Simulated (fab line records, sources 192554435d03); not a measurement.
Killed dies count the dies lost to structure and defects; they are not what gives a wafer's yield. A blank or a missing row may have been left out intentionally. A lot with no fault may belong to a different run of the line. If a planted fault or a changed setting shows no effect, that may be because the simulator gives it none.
Split-lot trial :: flow n5 finfet :: 7 lots, 21 wafers read, on a route of 1938 steps

== THE SPLIT ==
At N5_PMOS_HMC_CHANNEL_EPI_COAT_31 (time 60 s, resist thk 66 nm), the setting spin rpm was moved away from the recipe's 1500 rpm on 7 of the 21 wafers read, by -10.7% to +8.8%. The other wafers ran this setting at the recipe's value.

== FROM THE SPLIT TO THE READING: what the file shows between them, 4 steps ==
- N5_PMOS_HMC_CHANNEL_EPI_PEB_07: peb time 60 s (also split here: peb time s)
- N5_PMOS_HMC_CHANNEL_EPI_DEVELOP_08: develop time 30 s
- N5_PMOS_HMC_CHANNEL_EPI_CD_MEAS_09: target cd 237.4 nm
- N5_PMOS_HMC_CHANNEL_EPI_DESCUM_14: chemistry O2, time 7.9 s

== THE READING ==
etch.depth nm (the simulator's own value, which no gauge read), in nm, at N5_PMOS_HMC_CHANNEL_EPI_ETCH_32 (etches BARC in N2/H2, stops on SiO2, target depth 85.8 nm, time 50.3 s). No usual value for it is given in the file. Average 66.05 nm, standard deviation 0.22 nm, over the 14 wafers here run with the recipe.

wafer: L081.2
tool, chamber at the split: litho track-02, 0
spin rpm as run, rpm: 1500
against the recipe: recipe
etch.depth nm, nm: 65.84
against lot-mates on the recipe: -

wafer: L081.4
tool, chamber at the split: litho track-02, 0
spin rpm as run, rpm: 1500
against the recipe: recipe
etch.depth nm, nm: 65.89
against lot-mates on the recipe: -

wafer: L081.5
tool, chamber at the split: litho track-02, 0
spin rpm as run, rpm: 1381
against the recipe: -7.9%
etch.depth nm, nm: 68.82
against lot-mates on the recipe: +2.95

wafer: L082.2
tool, chamber at the split: litho track-01, 0
spin rpm as run, rpm: 1500
against the recipe: recipe
etch.depth nm, nm: 66.18
against lot-mates on the recipe: -

wafer: L082.3
tool, chamber at the split: litho track-01, 0
spin rpm as run, rpm: 1500
against the recipe: recipe
etch.depth nm, nm: 66.14
against lot-mates on the recipe: -

wafer: L082.5
tool, chamber at the split: litho track-01, 0
spin rpm as run, rpm: 1500
against the recipe: recipe
etch.depth nm, nm: 65.98
against lot-mates on the recipe: -

wafer: L083.2
tool, chamber at the split: litho track-04, 0
spin rpm as run, rpm: 1398
against the recipe: -6.8%
etch.depth nm, nm: 68.45
against lot-mates on the recipe: +2.19

wafer: L083.3
tool, chamber at the split: litho track-04, 0
spin rpm as run, rpm: 1500
against the recipe: recipe
etch.depth nm, nm: 66.34
against lot-mates on the recipe: -

wafer: L083.6
tool, chamber at the split: litho track-04, 0
spin rpm as run, rpm: 1500
against the recipe: recipe
etch.depth nm, nm: 66.19
against lot-mates on the recipe: -

wafer: L086.1
tool, chamber at the split: litho track-02, 0
spin rpm as run, rpm: 1632
against the recipe: +8.8%
etch.depth nm, nm: 63.09
against lot-mates on the recipe: -2.69

wafer: L086.3
tool, chamber at the split: litho track-02, 0
spin rpm as run, rpm: 1500
against the recipe: recipe
etch.depth nm, nm: 65.73
against lot-mates on the recipe: -

wafer: L086.5
tool, chamber at the split: litho track-02, 0
spin rpm as run, rpm: 1500
against the recipe: recipe
etch.depth nm, nm: 65.84
against lot-mates on the recipe: -

wafer: L087.1
tool, chamber at the split: litho track-02, 0
spin rpm as run, rpm: 1500
against the recipe: recipe
etch.depth nm, nm: 66.1
against lot-mates on the recipe: -

wafer: L087.4
tool, chamber at the split: litho track-02, 0
spin rpm as run, rpm: 1548
against the recipe: +3.2%
etch.depth nm, nm: 65.13
against lot-mates on the recipe: -0.97

wafer: L087.5
tool, chamber at the split: litho track-02, 0
spin rpm as run, rpm: 1548
against the recipe: +3.2%
etch.depth nm, nm: 65.06
against lot-mates on the recipe: -1.04

wafer: L092.1
tool, chamber at the split: litho track-02, 0
spin rpm as run, rpm: 1500
against the recipe: recipe
etch.depth nm, nm: 66.32
against lot-mates on the recipe: -

wafer: L092.2
tool, chamber at the split: litho track-02, 0
spin rpm as run, rpm: 1500
against the recipe: recipe
etch.depth nm, nm: 66.44
against lot-mates on the recipe: -

wafer: L092.5
tool, chamber at the split: litho track-02, 0
spin rpm as run, rpm: 1574
against the recipe: +4.9%
etch.depth nm, nm: 64.73
against lot-mates on the recipe: -1.65

wafer: L096.1
tool, chamber at the split: litho track-02, 0
spin rpm as run, rpm: 1500
against the recipe: recipe
etch.depth nm, nm: 65.77
against lot-mates on the recipe: -

wafer: L096.2
tool, chamber at the split: litho track-02, 0
spin rpm as run, rpm: 1500
against the recipe: recipe
etch.depth nm, nm: 65.92
against lot-mates on the recipe: -

wafer: L096.3
tool, chamber at the split: litho track-02, 0
spin rpm as run, rpm: 1340
against the recipe: -10.7%
etch.depth nm, nm: 69.82
against lot-mates on the recipe: +3.97

FIT RESULTS
A straight line over all 21 wafers: etch.depth nm changes by -0.339 nm for each +1% of spin rpm; r = -0.99; the points scatter about the line by 0.21 nm.
The same after taking each lot's own level away (the mean of its wafers on the recipe; 21 wafers): -0.344 nm for each +1%; r = -1.00; scatter 0.13 nm.
On that fit, the largest move of spin rpm shifts the reading by 3.7 nm.
Across the lots, their own levels run from 65.785 to 66.380 nm, a range of 2.7 times the standard deviation given above.
The two slopes agree, so the slope changes little with the lot-to-lot level.
Check: with one of the wafers moved furthest among these (-10.7%) left out of the fit, the line predicts +3.57 nm for it against its lot-mates. It came out at +3.97 nm against them.

== FURTHER SPLITS ON THESE WAFERS ==
Other splits were also applied to these wafers ahead of the reading. Each is held against what the fit with the lots' levels taken away leaves over:
other split on the same wafers: N5_ZERO_LAYER_ETCH_18 icp w
wafers away from the commonest value: 9
r with etch.depth nm (lot level and that fit taken away): +0.18

other split on the same wafers: N5_PMOS_HMC_CHANNEL_EPI_PEB_07 peb time s
wafers away from the commonest value: 6
r with etch.depth nm (lot level and that fit taken away): -0.07

== THE WHOLE CHAIN: every reading that the file lists as answering this split, in the file's order ==
step: N5_PMOS_HMC_CHANNEL_EPI_COAT_31
what it does: time 60 s, resist thk 66 nm
reading: BARC_of_PMOS_HMC_CHANNEL_EPI_COAT_31.thk nm (the simulator's own value, which no gauge read)
change (the file's fit): -0.345 nm for each +1% of the setting
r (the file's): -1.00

step: N5_PMOS_HMC_CHANNEL_EPI_ETCH_32
what it does: etches BARC in N2/H2, stops on SiO2, target depth 85.8 nm, time 50.3 s
reading: etch.depth nm (the simulator's own value, which no gauge read)
change (the file's fit): -0.345 nm for each +1% of the setting
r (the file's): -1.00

== THE FILE'S OWN FIT ==
etch.depth nm changes by -0.345 nm for each +1% of spin rpm, r = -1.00.
